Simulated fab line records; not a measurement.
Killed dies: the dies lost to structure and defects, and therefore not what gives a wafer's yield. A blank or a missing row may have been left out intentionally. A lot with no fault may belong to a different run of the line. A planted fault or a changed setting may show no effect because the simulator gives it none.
fab line records | flow n5Finfet
record: lots: 24 wafers: 72 lastDay: 18
route steps=1938 shown BEOL_M0_SAQP@699 BEOL_M0_CUTY@710 BEOL_M0@720
lots that met no fault: from a run of the same line without faults
startH: hours from the record's opening day to when the first of the lot's shown wafers began | waitH: time in hours since the lot's previous step | " unchanged from the row above | L1.1+2: several wafers, shown together as one row | - value missing, or start not given | * or withheld: withheld | < > ~ a bound
route shown NAME@n: NAME is a module with steps in the file, n the number in the route of the first one | usual: the fault-free wafers' mean and standard deviation | same: alike in all rows | chamber/n: place in a boat | sites: readings site by site | _std_site: their standard deviation | _edge_site: the outer-site mean with the inner-site mean subtracted | radiusMm: how far each site lies from the wafer's centre | mask NAME#n: copy n | behind: the last tool/chamber to shape the wafer | hold: why the lot went on hold/how many hours it stayed there/how the hold came to an end | device: the n, p or np transistor that did not switch | end of line: the same wafers' tests at the end of the route | a step given without rows: its recipe and nothing more | killed: at the first sort, the dies lost to defects and structure; wafer yield is something else | map: the dies of a wafer, with x for killed, . for not killed, _ for no die there
set.NAME: the setting that was run; set.NAME@STEP: the one run at that earlier step | model.NAME: the simulator's own value behind a step, which no gauge read
route steps across a sampled set of lots; one table per step, one row per wafer
services: a tool's chamber out of use, with start hour (startH, from the record's first day; less than 0 if before it), hours out, and reason
== steps ==
step: N5_BEOL_M0_SAQP_ETCH_49
recipe: chemistry: CF4/O2 targetDepthA: 370 target: SiO2 pressureMtorr: 40 sourceW: 535 biasW: 49 Ar_flow_sccm: 100 cf4FlowSccm: 100 O2_flow_sccm: 10 ionEnergyEv: 100
usual: cf4FlowSccm: 100.0/0.32 drypumpMotorCurrentA: 5.7/0.39 oesProductAu: 0.77/0.091 rfVppV: 239/3.1 showerheadPlenumPTorr: 2.20/0.062 throttleValvePct: 15.84/0.26
columns lot.wafer tool chamber startH waitH cf4FlowSccm drypumpMotorCurrentA oesProductAu rfHoursCounterH rfVppV showerheadPlenumPTorr throttleValvePct
L074.4 rieDiel-02 0 113.37 0.3 100.0 5.9 0.70 212 241 2.09 16.32
L074.5 " 0 " " 99.6 5.9 0.70 - 242 2.09 16.34
L074.6 " 1 " " 99.4 5.2 0.77 - 234 2.12 15.50
L075.1 rieDiel-02 3 118.93 0.3 99.8 6.4 0.69 203 234 2.18 15.92
L075.2 " 0 " " 100.0 5.9 0.69 213 242 2.09 16.34
L075.6 " 1 " " 100.0 5.2 0.77 - 233 2.12 15.50
L076.3 rieDiel-06 3 123.65 0.3 99.9 5.6 0.93 16 240 2.25 15.51
L076.4 " 0 " " 99.9 5.9 0.70 234 238 2.17 15.95
L076.5 " 0 " " 100.0 5.9 0.70 - 237 2.17 15.96
L077.2 rieDiel-06 2 129.45 0.3 99.7 5.2 0.72 174 240 2.29 16.10
L077.3 " 1 " " 99.9 5.5 0.68 222 245 2.17 15.81
L077.6 " 1 " " 100.0 5.5 0.68 - 243 2.17 15.82
L078.1 rieDiel-02 1 141.10 0.3 99.5 5.2 0.77 147 234 2.12 15.52
L078.3 " 2 " " 100.1 5.8 0.73 178 238 2.28 15.95
L078.6 " 1 " " 100.6 5.2 0.77 - 233 2.12 15.54
L079.3 rieDiel-01 2 145.44 0.5 100.4 5.6 0.73 173 239 2.20 15.66
L079.4 " 1 " " 100.0 6.4 0.91 25 243 2.17 15.65
L079.6 " 1 " " 100.2 6.5 0.90 - 244 2.17 15.65
L080.1 rieDiel-06 0 151.64 0.6 100.4 5.9 0.68 242 237 2.17 15.96
L080.4 " 1 " " 99.9 5.5 0.67 230 243 2.17 15.84
L080.5 " 1 " " 99.4 5.5 0.67 - 242 2.17 15.84
L081.1 rieDiel-01 1 156.67 0.3 99.6 6.4 0.89 29 244 2.17 15.65
L081.3 " 3 " " 100.2 5.9 0.83 98 238 2.31 15.76
L081.5 " 2 " " 100.3 5.6 0.72 - 240 2.20 15.66
L082.1 rieDiel-06 0 159.78 0.3 100.1 5.9 0.68 244 237 2.17 15.97
L082.2 " 2 " " 100.4 5.2 0.72 183 241 2.29 16.11
L082.3 " 1 " " 100.0 5.5 0.67 232 244 2.17 15.84
L083.2 rieDiel-06 3 168.28 0.3 100.1 5.5 0.90 29 240 2.24 15.54
L083.3 " 0 " " 99.8 5.8 0.69 247 238 2.17 15.98
L083.5 " 1 " " 99.7 5.4 0.67 - 243 2.17 15.84
L084.1 rieDiel-06 2 172.97 0.4 100.2 5.2 0.73 186 242 2.29 16.12
L084.3 " 0 " " 99.9 5.9 0.69 249 238 2.17 15.97
L084.6 " 0 " " 99.6 5.9 0.68 - 238 2.17 15.98
L085.3 rieDiel-02 0 184.73 0.4 100.2 5.9 0.69 235 242 2.09 16.37
L085.4 " 3 " " 100.1 6.4 0.67 225 236 2.17 15.95
L085.6 " 2 " " 100.1 5.8 0.71 - 237 2.27 15.98
L086.1 rieDiel-01 3 187.23 0.3 99.8 5.9 0.83 103 239 2.31 15.76
L086.4 " 1 " " 100.1 6.4 0.90 34 244 2.17 15.67
L086.5 " 3 " " 99.5 5.9 0.82 - 238 2.31 15.78
L087.2 rieDiel-06 3 194.64 0.3 100.4 5.5 0.87 40 240 2.24 15.56
L087.5 " 3 " " 100.1 5.5 0.87 - 240 2.24 15.55
L087.6 " 2 " " 100.2 5.2 0.71 - 243 2.29 16.13
L088.3 rieDiel-02 0 198.93 0.3 100.2 5.9 0.68 240 242 2.08 16.38
L088.4 " 1 " " 100.0 5.2 0.75 167 234 2.11 15.57
L088.6 " 2 " " 99.8 5.8 0.71 - 238 2.27 15.98
L089.3 rieDiel-02 3 203.65 0.3 100.1 6.4 0.66 231 234 2.17 15.96
L089.4 " 0 " " 100.4 5.9 0.68 241 241 2.08 16.38
L089.6 " 3 " " 99.8 6.4 0.66 - 234 2.17 15.94
L090.2 rieDiel-02 2 209.60 0.3 99.9 5.8 0.71 200 238 2.27 15.98
L090.4 " 0 " " 100.0 5.9 0.68 243 242 2.08 16.40
L090.6 " 2 " " 100.6 5.8 0.71 - 237 2.27 15.99
L091.1 rieDiel-06 2 214.49 0.3 99.9 5.2 0.70 203 241 2.28 16.15
L091.3 " 0 " " 99.5 5.9 0.94 6 237 2.17 15.55
L091.6 " 0 " " 99.6 5.9 0.94 - 234 2.17 15.55
L092.2 rieDiel-06 0 218.61 0.3 99.7 6.0 0.95 7 238 2.16 15.55
L092.4 " 0 " " 99.7 5.9 0.94 - 237 2.16 15.54
L092.6 " 3 " " 99.9 5.5 0.86 - 240 2.23 15.58
L093.1 rieDiel-01 1 222.05 0.3 100.2 6.4 0.88 46 243 2.16 15.67
L093.2 " 2 " " 100.0 5.6 0.72 193 239 2.19 15.71
L093.5 " 1 " " 100.0 6.5 0.87 - 243 2.16 15.69
L094.1 rieDiel-06 2 236.60 0.3 99.8 5.2 0.70 210 242 2.28 16.17
L094.2 " 3 " " 99.7 5.5 0.86 55 240 2.23 15.59
L094.6 " 0 " " 99.9 5.9 0.94 - 237 2.16 15.55
L095.1 rieDiel-01 2 241.93 0.3 99.4 5.6 0.71 199 239 2.19 15.70
L095.3 " 0 " " 99.6 5.4 0.78 101 242 2.23 16.12
L095.5 " 2 " " 99.3 5.6 0.72 - 239 2.19 15.71
L096.1 rieDiel-06 3 245.73 0.3 99.9 5.5 0.86 58 241 2.23 15.60
L096.2 " 1 " " 100.3 5.5 0.97 5 242 2.16 15.38
L096.3 " 2 " " 99.8 5.2 0.71 213 240 2.28 16.18
L097.2 rieDiel-06 0 253.87 0.4 100.2 5.9 0.91 19 237 2.16 15.57
L097.4 " 0 " " 100.1 5.9 0.91 - 237 2.16 15.58
L097.6 " 2 " " 99.8 5.2 0.70 - 241 2.28 16.18
step: N5_BEOL_M0_CUTY_INSPECT_59
recipe: mode: adi inspectInstrument: macro
usual: rawDefectCount: 2.1/1.3
columns lot.wafer tool chamber startH waitH rawDefectCount
L074.4 defectInspect-01 - 113.79 0.0 1
L074.5 " - " " 1
L074.6 " - " " 1
L075.1 defectInspect-02 - 119.47 0.0 1
L075.2 " - " " 3
L075.6 " - " " 3
L076.3 defectInspect-01 - 124.20 0.0 3
L076.4 " - " " 1
L076.5 " - " " 4
L077.2 defectInspect-02 - 130.00 0.0 1
L077.3 " - " " 4
L077.6 " - " " 2
L078.1 defectInspect-01 - 141.65 0.0 1
L078.3 " - " " 2
L078.6 " - " " 2
L079.3 defectInspect-02 - 146.01 0.0 5
L079.4 " - " " 2
L079.6 " - " " 3
L080.1 defectInspect-01 - 152.06 0.0 2
L080.4 " - " " 1
L080.5 " - " " 0
L081.1 defectInspect-02 - 157.10 0.0 2
L081.3 " - " " 2
L081.5 " - " " 2
L082.1 defectInspect-02 - 160.21 0.0 3
L082.2 " - " " 1
L082.3 " - " " 2
L083.2 defectInspect-01 - 168.71 0.0 3
L083.3 " - " " 0
L083.5 " - " " 3
L084.1 defectInspect-01 - 173.53 0.0 2
L084.3 " - " " 2
L084.6 " - " " 4
L085.3 defectInspect-01 - 185.29 0.0 1
L085.4 " - " " 3
L085.6 " - " " 4
L086.1 defectInspect-02 - 187.79 0.0 1
L086.4 " - " " 4
L086.5 " - " " 4
L087.2 defectInspect-02 - 195.19 0.0 2
L087.5 " - " " 2
L087.6 " - " " 1
L088.3 defectInspect-02 - 199.35 0.0 1
L088.4 " - " " 1
L088.6 " - " " 2
L089.3 defectInspect-02 - 204.20 0.0 4
L089.4 " - " " 3
L089.6 " - " " 4
L090.2 defectInspect-02 - 210.03 0.0 3
L090.4 " - " " 1
L090.6 " - " " 0
L091.1 defectInspect-01 - 215.04 0.0 1
L091.3 " - " " 1
L091.6 " - " " 0
L092.2 defectInspect-01 - 219.16 0.0 1
L092.4 " - " " 3
L092.6 " - " " 2
L093.1 defectInspect-02 - 222.59 0.0 4
L093.2 " - " " 3
L093.5 " - " " 2
L094.1 defectInspect-01 - 237.02 0.0 2
L094.2 " - " " 2
L094.6 " - " " 1
L095.1 defectInspect-02 - 242.48 0.0 1
L095.3 " - " " 1
L095.5 " - " " 5
L096.1 defectInspect-01 - 246.28 0.0 1
L096.2 " - " " 2
L096.3 " - " " 1
L097.2 defectInspect-01 - 254.41 0.0 1
L097.4 " - " " 4
L097.6 " - " " 1
step: N5_BEOL_M0_ETCH_128
recipe: chemistry: CF4/N2 targetDepthA: 120 overetchA: 51 target: SiCN timeS: 21.4 ionEnergyEv: 150 pressureMtorr: 40 sourceW: 430 biasW: 70 Ar_flow_sccm: 100 cf4FlowSccm: 60 n2FlowSccm: 60
usual: cf4FlowSccm: 60.01/0.18 drypumpMotorCurrentA: 5.8/0.33 oesProductAu: 0.55/0.067 rfVppV: 382.3/2.2 showerheadPlenumPTorr: 2.21/0.082 throttleValvePct: 15.36/0.17
same: timeS: 21.4
columns lot.wafer tool chamber startH waitH cf4FlowSccm drypumpMotorCurrentA oesProductAu rfHoursCounterH rfVppV showerheadPlenumPTorr throttleValvePct
L074.4 rieDiel-03 2 116.44 0.0 60.06 5.9 0.50 - 378.2 2.10 15.42
L074.5 " 0 " " 59.94 5.8 0.50 - 384.3 2.28 15.16
L074.6 " 1 " " 60.29 5.7 0.63 - 383.5 2.24 15.32
L075.1 rieDiel-03 2 121.05 0.4 60.05 5.8 0.48 217 380.9 2.10 15.41
L075.2 " 0 " " 59.79 5.8 0.50 193 383.2 2.28 15.16
L075.6 " 2 " " 60.11 5.9 0.50 - 381.3 2.10 15.40
L076.3 rieDiel-03 2 125.51 0.0 60.02 5.9 0.48 218 380.3 2.10 15.41
L076.4 " 1 " " 60.18 5.8 0.63 10 384.1 2.24 15.31
L076.5 " 1 " " 60.08 5.8 0.63 - 382.5 2.24 15.31
L077.2 rieDiel-03 2 135.21 0.1 60.09 5.9 0.47 221 379.5 2.10 15.42
L077.3 " 1 " " 60.26 5.8 0.61 14 382.8 2.24 15.33
L077.6 " 1 " " 60.12 5.8 0.62 - 384.3 2.24 15.33
L078.1 rieDiel-04 2 142.61 0.2 59.85 5.5 0.51 168 380.3 2.12 15.44
L078.3 " 1 " " 60.08 6.1 0.59 48 382.6 2.24 15.18
L078.6 " 2 " " 60.08 5.5 0.51 - 378.8 2.12 15.44
L079.3 rieDiel-03 0 148.81 0.2 59.80 5.8 0.49 203 385.2 2.28 15.16
L079.4 " 1 " " 60.08 5.8 0.61 19 383.9 2.24 15.32
L079.6 " 1 " " 59.89 5.7 0.61 - 382.7 2.24 15.33
L080.1 rieDiel-03 0 152.77 0.0 59.92 5.8 0.47 204 383.7 2.28 15.17
L080.4 " 3 " " 59.93 5.5 0.63 10 380.0 2.17 15.31
L080.5 " 3 " " 60.14 5.5 0.63 - 381.3 2.17 15.32
L081.1 rieDiel-05 2 162.03 0.0 60.19 5.1 0.64 13 385.9 2.36 15.05
L081.3 " 3 " " 60.19 5.7 0.48 212 382.8 2.18 15.44
L081.5 " 1 " " 60.16 5.6 0.49 - 378.0 2.10 15.42
L082.1 rieDiel-03 2 167.54 0.0 59.54 5.8 0.48 232 379.3 2.09 15.43
L082.2 " 3 " " 60.29 5.5 0.64 15 382.5 2.16 15.34
L082.3 " 1 " " 59.99 5.8 0.60 25 383.8 2.24 15.34
L083.2 rieDiel-05 0 172.36 0.4 60.21 6.6 0.56 101 385.9 2.32 15.48
L083.3 " 1 " " 60.09 5.7 0.48 204 379.2 2.09 15.42
L083.5 " 0 " " 60.04 6.6 0.56 - 385.4 2.32 15.50
L084.1 rieDiel-04 0 175.81 0.2 60.13 6.4 0.49 238 384.9 2.26 16.03
L084.3 " 3 " " 59.84 5.7 0.47 250 383.4 2.25 15.66
L084.6 " 3 " " 59.99 5.7 0.47 - 382.4 2.25 15.65
L085.3 rieDiel-03 3 188.49 0.3 59.98 5.5 0.61 21 381.9 2.16 15.33
L085.4 " 1 " " 60.04 5.7 0.60 33 383.1 2.23 15.37
L085.6 " 2 " " 59.96 5.9 0.48 - 378.8 2.09 15.45
L086.1 rieDiel-05 0 188.72 0.0 59.95 6.6 0.55 108 384.7 2.32 15.49
L086.4 " 3 " " 60.30 5.7 0.48 220 380.9 2.18 15.45
L086.5 " 0 " " 59.91 6.6 0.56 - 385.2 2.32 15.52
L087.2 rieDiel-04 2 197.45 0.0 59.59 5.5 0.49 188 380.4 2.12 15.47
L087.5 " 1 " " 59.84 6.1 0.58 - 384.0 2.24 15.22
L087.6 " 2 " " 59.66 5.5 0.49 - 379.8 2.12 15.46
L088.3 rieDiel-03 1 201.95 0.4 59.96 5.8 0.59 38 382.8 2.23 15.38
L088.4 " 0 " " 60.32 5.8 0.49 - 382.9 2.27 15.21
L088.6 " 1 " " 59.94 5.8 0.58 - 383.1 2.23 15.37
L089.3 rieDiel-04 3 208.14 0.6 59.81 5.7 0.66 4 384.0 2.25 15.18
L089.4 " 2 " " 59.75 5.5 0.49 - 378.7 2.11 15.51
L089.6 " 1 " " 59.86 6.1 0.59 - 383.2 2.23 15.22
L090.2 rieDiel-03 3 212.88 0.2 59.99 5.5 0.61 27 381.6 2.16 15.37
L090.4 " 2 " " 60.01 5.9 0.47 250 379.5 2.09 15.47
L090.6 " 3 " " 59.92 5.5 0.62 - 380.7 2.16 15.36
L091.1 rieDiel-05 3 215.75 0.1 60.27 5.7 0.48 229 382.2 2.17 15.46
L091.3 " 0 " " 59.58 6.6 0.55 117 385.9 2.32 15.52
L091.6 " 1 " " 59.96 5.6 0.48 - 379.3 2.09 15.45
L093.1 rieDiel-04 1 225.02 0.1 59.78 6.1 0.56 80 383.1 2.23 15.26
L093.2 " 0 " " 60.10 6.4 0.68 0 383.1 2.26 15.55
L093.5 " 3 " " 59.86 5.7 0.63 - 383.6 2.25 15.18
L092.2 rieDiel-03 3 225.17 0.0 60.25 5.5 0.62 30 382.3 2.16 15.36
L092.4 " 1 " " 60.47 5.8 0.57 - 383.6 2.23 15.38
L092.6 " 3 " " 59.98 5.5 0.62 - 382.0 2.16 15.36
L094.1 rieDiel-03 2 240.15 0.4 59.99 5.9 0.67 2 384.4 2.35 15.00
L094.2 " 1 " " 60.21 5.8 0.57 56 384.0 2.23 15.41
L094.6 " 0 " " 59.91 5.8 0.48 - 383.2 2.27 15.24
L095.1 rieDiel-04 1 246.83 0.0 59.59 6.1 0.56 89 383.1 2.23 15.27
L095.3 " 3 " " 59.93 5.7 0.61 17 381.6 2.24 15.19
L095.5 " 1 " " 60.10 6.1 0.56 - 382.6 2.23 15.26
L096.1 rieDiel-04 2 248.54 0.1 60.12 5.5 0.48 210 380.2 2.11 15.53
L096.2 " 0 " " 59.65 6.4 0.65 9 384.5 2.26 15.60
L096.3 " 3 " " 60.28 5.7 0.62 18 383.7 2.24 15.19
L097.2 rieDiel-05 0 258.42 0.0 60.09 6.6 0.54 134 384.2 2.31 15.55
L097.4 " 1 " " 59.95 5.6 0.47 - 378.6 2.08 15.50
L097.6 " 2 " " 60.21 5.1 0.60 - 384.3 2.35 15.11
step: N5_BEOL_M0_SPUTTER_134
recipe: material: Cu targetThkA: 40 tempC: -20 chamberPressurePa: 0.07 powerW: withheld timeS: 7.37
usual: throttleValvePct: 30.3/1
same: timeS: 7.37
columns lot.wafer tool chamber startH waitH throttleValvePct
L074.4 pvdSputter-03 - 119.86 0.0 30.4
L074.5 " - " " 30.3
L074.6 " - " " 30.3
L075.1 pvdSputter-03 - 123.11 0.0 29.6
L075.2 " - " " 30.6
L075.6 " - " " 29.8
L076.3 pvdSputter-03 - 127.41 0.0 30.6
L076.4 " - " " 30.1
L076.5 " - " " 30.7
L077.2 pvdSputter-03 - 137.99 0.0 32.1
L077.3 " - " " 29.6
L077.6 " - " " 32.2
L078.1 pvdSputter-03 - 144.36 0.0 29.5
L078.3 " - " " 32.5
L078.6 " - " " 30.3
L079.3 pvdSputter-03 - 150.70 0.0 30.4
L079.4 " - " " 32.6
L079.6 " - " " 29.9
L080.1 pvdSputter-02 - 156.03 0.0 31.2
L080.4 " - " " 30.5
L080.5 " - " " 29.6
L081.1 pvdSputter-01 - 165.49 0.0 28.3
L081.3 " - " " 30.2
L081.5 " - " " 28.5
L082.1 pvdSputter-02 - 168.87 0.0 29.6
L082.2 " - " " 30.8
L082.3 " - " " 31.2
L083.2 pvdSputter-02 - 175.62 0.0 31.4
L083.3 " - " " 30.8
L083.5 " - " " 30.8
L084.1 pvdSputter-02 - 177.50 0.0 29.9
L084.3 " - " " 30.4
L084.6 " - " " 30.8
L085.3 pvdSputter-02 - 191.79 0.0 30.6
L085.4 " - " " 31.1
L085.6 " - " " 30.9
L086.1 pvdSputter-02 - 192.23 0.0 31.5
L086.4 " - " " 30.1
L086.5 " - " " 29.7
L087.2 pvdSputter-01 - 200.62 0.0 29.6
L087.5 " - " " 29.5
L087.6 " - " " 28.5
L088.3 pvdSputter-01 - 203.97 0.0 29.3
L088.4 " - " " 28.4
L088.6 " - " " 30.1
L089.3 pvdSputter-03 - 211.78 0.0 32.5
L089.4 " - " " 29.8
L089.6 " - " " 29.8
L090.2 pvdSputter-01 - 215.69 0.0 28.5
L090.4 " - " " 28.6
L090.6 " - " " 28.3
L091.1 pvdSputter-03 - 218.83 0.0 30.5
L091.3 " - " " 32.4
L091.6 " - " " 30.6
L093.1 pvdSputter-02 - 226.85 0.0 29.5
L093.2 " - " " 30.7
L093.5 " - " " 31.4
L092.2 pvdSputter-02 - 227.29 0.0 29.9
L092.4 " - " " 30.2
L092.6 " - " " 30.7
L094.1 pvdSputter-02 - 243.60 0.0 30.6
L094.2 " - " " 30.1
L094.6 " - " " 31.4
L095.1 pvdSputter-02 - 249.31 0.0 31.7
L095.3 " - " " 30.7
L095.5 " - " " 29.7
L096.1 pvdSputter-03 - 250.16 0.0 30.2
L096.2 " - " " 30.3
L096.3 " - " " 29.7
L097.2 pvdSputter-01 - 262.43 0.0 28.5
L097.4 " - " " 29.2
L097.6 " - " " 29.8
step: N5_BEOL_M0_CMP_120
recipe: stopOn: SiOC tOverpolishS: 6.9 downForcePsi: 1 platenRpm: 50 clearingPlatenDownForcePsi: 1.5 clearingPlatenRpm: 50 postCmpClean: cuAlkaline clearingPlatenPadVelocityMS: 0.99484 padVelocityMS: 0.99484
usual: barrierFieldEndpointS: 3.71/0.13 clearingPlatenRpm: 50.000/0.028 motorCurrentA: 5.7/0.68 overpolishRunS: 6.900/0.0091 retainingRingPressureFrac: 1.001/0.0048 timeToEndpointS: 61/3.1
same: tOverpolishS: 6.9
columns lot.wafer tool chamber startH waitH barrierFieldEndpointS clearingPlatenRpm motorCurrentA overpolishRunS retainingRingPressureFrac timeToEndpointS
L074.4 cmp-02 2 120.71 0.3 3.47 49.994 6.3 6.908 0.992 60
L074.6 " 3 " " 3.56 49.969 5.6 6.887 0.998 59
L074.5 " 0 " " 3.81 49.973 5.2 6.905 1.007 60
L075.1 cmp-04 0 123.80 0.3 3.70 50.008 5.2 6.897 1.000 61
L075.2 " 1 " " 3.53 49.995 5.3 6.890 1.008 58
L075.6 " 3 " " 3.90 49.965 6.8 6.898 1.000 70
L076.4 cmp-01 3 128.06 0.2 3.92 49.960 6.9 6.913 1.005 63
L076.3 " 0 " " 3.76 50.005 5.1 6.901 1.001 62
L076.5 " 2 " " 3.94 49.958 6.0 6.908 0.996 65
L077.2 cmp-04 3 138.61 0.2 4.13 49.967 6.3 6.909 0.999 68
L077.3 " 2 " " 3.91 50.030 4.6 6.887 1.004 64
L077.6 " 3 " " 4.23 49.992 6.5 6.915 1.003 69
L078.3 cmp-02 0 144.97 0.2 3.74 49.993 5.4 6.893 1.007 56
L078.1 " 3 " " 3.63 50.047 5.6 6.914 0.998 57
L078.6 " 1 " " 3.77 50.022 6.2 6.913 0.998 58
L079.3 cmp-04 3 151.31 0.2 3.75 49.994 6.5 6.890 0.999 64
L079.4 " 0 " " 3.62 49.972 4.8 6.886 1.000 56
L079.6 " 0 " " 3.69 49.968 5.1 6.899 1.008 58
L080.1 cmp-01 2 156.64 0.3 3.83 49.956 5.7 6.896 1.002 61
L080.4 " 3 " " 3.99 49.957 6.5 6.903 1.000 62
L080.5 " 2 " " 3.66 49.996 5.8 6.906 1.004 60
L081.3 cmp-01 2 166.14 0.2 3.72 50.015 6.3 6.904 0.991 61
L081.1 " 3 " " 3.67 50.016 7.1 6.894 0.997 61
L081.5 " 1 " " 3.72 50.007 5.1 6.891 0.998 61
L082.2 cmp-02 3 169.48 0.2 3.73 50.051 5.5 6.897 1.000 60
L082.3 " 1 " " 3.88 50.008 6.3 6.908 1.003 61
L082.1 " 2 " " 3.83 50.017 6.0 6.895 1.000 62
L083.2 cmp-01 1 176.24 0.2 3.71 50.018 5.2 6.901 1.005 62
L083.3 " 2 " " 3.77 49.989 6.0 6.896 0.996 65
L083.5 " 2 " " 3.72 50.006 6.0 6.899 0.997 65
L084.1 cmp-04 3 178.76 0.3 3.67 49.978 6.5 6.899 1.001 65
L084.3 " 0 " " 3.58 50.051 5.1 6.897 1.004 59
L084.6 " 0 " " 3.60 50.049 5.0 6.893 1.009 57
L085.3 cmp-01 1 192.48 0.2 3.63 50.031 5.0 6.911 1.004 58
L085.4 " 2 " " 3.76 49.943 6.0 6.901 0.998 60
L085.6 " 3 " " 3.70 49.998 6.9 6.902 1.004 60
L086.4 cmp-04 0 192.84 0.1 3.63 50.010 5.3 6.910 0.999 57
L086.1 " 1 " " 3.56 50.018 5.5 6.900 0.997 58
L086.5 " 1 " " 3.57 50.032 5.4 6.890 0.989 58
L087.2 cmp-04 2 201.27 0.2 3.70 50.032 4.7 6.893 1.001 59
L087.5 " 1 " " 3.68 50.014 5.5 6.894 1.004 56
L087.6 " 2 " " 3.63 50.007 4.6 6.894 1.007 59
L088.4 cmp-02 1 205.44 0.2 3.69 49.974 6.3 6.909 0.999 59
L088.3 " 2 " " 3.61 50.030 6.1 6.906 0.998 63
L088.6 " 0 " " 3.68 50.007 5.6 6.891 0.996 61
L089.4 cmp-01 0 212.43 0.2 3.58 50.004 4.9 6.907 1.002 58
L089.3 " 1 " " 3.74 49.981 5.3 6.901 1.007 58
L089.6 " 3 " " 3.80 49.990 7.1 6.894 1.005 59
L090.2 cmp-04 2 216.95 0.2 3.77 50.017 4.7 6.900 1.005 61
L090.4 " 0 " " 3.60 49.968 4.9 6.910 1.004 60
L090.6 " 2 " " 3.68 49.968 5.0 6.914 1.008 62
L091.1 cmp-02 1 219.75 0.6 3.74 49.967 6.3 6.891 1.000 62
L091.3 " 2 " " 3.86 49.989 6.1 6.901 0.997 61
L091.6 " 3 " " 3.93 50.005 5.9 6.900 1.001 62
L093.1 cmp-04 1 227.59 0.3 3.60 49.983 5.2 6.891 0.996 59
L093.2 " 2 " " 3.57 49.989 4.8 6.895 0.999 62
L093.5 " 1 " " 3.61 50.000 5.5 6.893 0.998 60
L092.2 cmp-02 1 227.90 0.2 3.69 49.930 6.2 6.895 0.998 64
L092.4 " 0 " " 3.48 49.964 5.6 6.897 1.006 61
L092.6 " 1 " " 3.67 49.942 6.4 6.896 1.000 65
L094.2 cmp-01 3 244.27 0.3 3.83 50.082 6.5 6.880 1.006 63
L094.1 " 1 " " 3.98 50.062 5.2 6.898 1.002 67
L094.6 " 2 " " 3.86 50.026 6.2 6.905 0.994 66
L095.3 cmp-04 3 250.90 0.2 3.79 50.005 6.7 6.904 0.998 64
L095.1 " 0 " " 3.56 49.985 5.0 6.920 0.991 60
L095.5 " 1 " " 3.51 50.016 5.3 6.902 1.002 56
L096.3 cmp-04 3 251.29 0.2 3.59 49.985 6.8 6.892 1.006 64
L096.2 " 0 " " 3.43 49.974 4.9 6.891 0.997 59
L096.1 " 2 " " 3.51 50.010 5.1 6.906 0.999 59
L097.2 cmp-04 1 263.53 0.5 3.63 49.994 5.4 6.886 1.004 58
L097.4 " 2 " " 3.73 49.973 4.7 6.903 1.004 61
L097.6 " 0 " " 3.66 50.011 5.1 6.892 0.989 57
step: N5_BEOL_M0_CO_CAP_123
recipe: material: Co targetThkA: 20 tempC: 200 precursor: CCTBA/H2 pressureTorr: 30 timeS: 102.1
usual: heaterPowerOuterW: 125/13 heaterPowerW: 240/23
same: timeS: 102.1
columns lot.wafer tool chamber startH waitH heaterPowerOuterW heaterPowerW
L074.4 cvdCo-01 2 121.00 0.0 119 235
L074.5 " 0 " " 112 203
L074.6 " 1 " " 123 224
L075.1 cvdCo-01 0 124.10 0.0 113 206
L075.2 " 1 " " 121 227
L075.6 " 0 " " 112 209
L076.3 cvdCo-01 2 128.40 0.0 113 219
L076.4 " 1 " " 120 227
L076.5 " 0 " " 114 208
L077.2 cvdCo-02 1 138.99 0.0 117 247
L077.3 " 2 " " 151 278
L077.6 " 2 " " 151 276
L078.1 cvdCo-02 0 145.34 0.0 134 252
L078.3 " 1 " " 118 242
L078.6 " 1 " " 117 244
L079.3 cvdCo-02 2 151.68 0.0 151 278
L079.4 " 0 " " 136 263
L079.6 " 2 " " 150 272
L080.1 cvdCo-02 2 157.08 0.0 152 275
L080.4 " 2 " " 148 274
L080.5 " 0 " " 130 252
L081.1 cvdCo-01 2 166.47 0.0 116 229
L081.3 " 1 " " 119 224
L081.5 " 1 " " 119 233
L082.1 cvdCo-01 1 169.87 0.0 121 231
L082.2 " 0 " " 113 206
L082.3 " 0 " " 110 204
L083.2 cvdCo-02 2 176.61 0.0 154 280
L083.3 " 1 " " 117 237
L083.5 " 0 " " 134 263
L084.1 cvdCo-01 0 179.15 0.0 115 204
L084.3 " 0 " " 110 210
L084.6 " 1 " " 121 228
L085.3 cvdCo-02 1 192.77 0.0 117 245
L085.4 " 2 " " 148 279
L085.6 " 0 " " 136 260
L086.1 cvdCo-01 1 193.21 0.0 123 225
L086.4 " 1 " " 123 234
L086.5 " 2 " " 118 228
L087.2 cvdCo-01 2 201.60 0.0 118 228
L087.5 " 1 " " 121 227
L087.6 " 0 " " 113 214
L088.3 cvdCo-02 2 205.75 0.0 153 283
L088.4 " 1 " " 118 246
L088.6 " 2 " " 147 278
L089.3 cvdCo-01 2 212.76 0.0 115 231
L089.4 " 0 " " 113 211
L089.6 " 1 " " 120 232
L090.2 cvdCo-01 2 217.32 0.0 119 229
L090.4 " 0 " " 111 211
L090.6 " 2 " " 117 229
L091.1 cvdCo-01 2 220.04 0.0 115 232
L091.3 " 1 " " 120 237
L091.6 " 2 " " 116 231
L093.1 cvdCo-02 2 227.96 0.0 152 278
L093.2 " 0 " " 133 255
L093.5 " 1 " " 117 237
L092.2 cvdCo-02 0 228.27 0.0 132 254
L092.4 " 0 " " 130 260
L092.6 " 2 " " 150 274
L094.1 cvdCo-02 2 244.64 0.0 155 275
L094.2 " 1 " " 119 243
L094.6 " 2 " " 148 276
L095.1 cvdCo-01 2 251.20 0.0 118 229
L095.3 " 0 " " 114 209
L095.5 " 2 " " 120 233
L096.1 cvdCo-02 1 251.66 0.0 119 244
L096.2 " 2 " " 153 284
L096.3 " 0 " " 133 258
L097.2 cvdCo-02 1 263.83 0.0 120 245
L097.4 " 1 " " 117 241
L097.6 " 0 " " 137 252
== services ==
columns tool chamber startH hours kind
cmp-01 - 94.41 1.3 repair
cmp-01 - 97.39 0.5 repair
cmp-01 - 109.59 15.8 repair
rieDiel-03 - 118.04 2.8 pm
cmp-04 - 118.06 4.0 pm
rieDiel-04 2 122.02 1.8 repair
cvdCo-01 - 140.05 0.7 repair
rieDiel-06 2 162.47 4.1 repair
cvdCo-02 - 164.31 3.8 pm
cvdCo-01 2 168.85 11.0 repair
cmp-04 - 175.32 3.3 pm
rieDiel-03 3 197.84 8.7 repair
cvdCo-01 - 204.15 2.1 repair
cvdCo-02 - 206.61 6.0 pm
cmp-04 - 207.03 0.2 repair
rieDiel-03 3 214.28 5.1 repair
cvdCo-01 - 223.42 8.5 repair
cmp-04 - 242.01 0.8 repair
cmp-04 - 243.86 0.6 repair
cmp-04 - 247.10 2.6 repair
rieDiel-03 3 248.74 6.3 repair
rieDiel-06 1 250.77 15.2 repair
cmp-04 - 260.68 1.5 repair
rieDiel-03 2 262.22 1.6 repair
== key ==
fault none
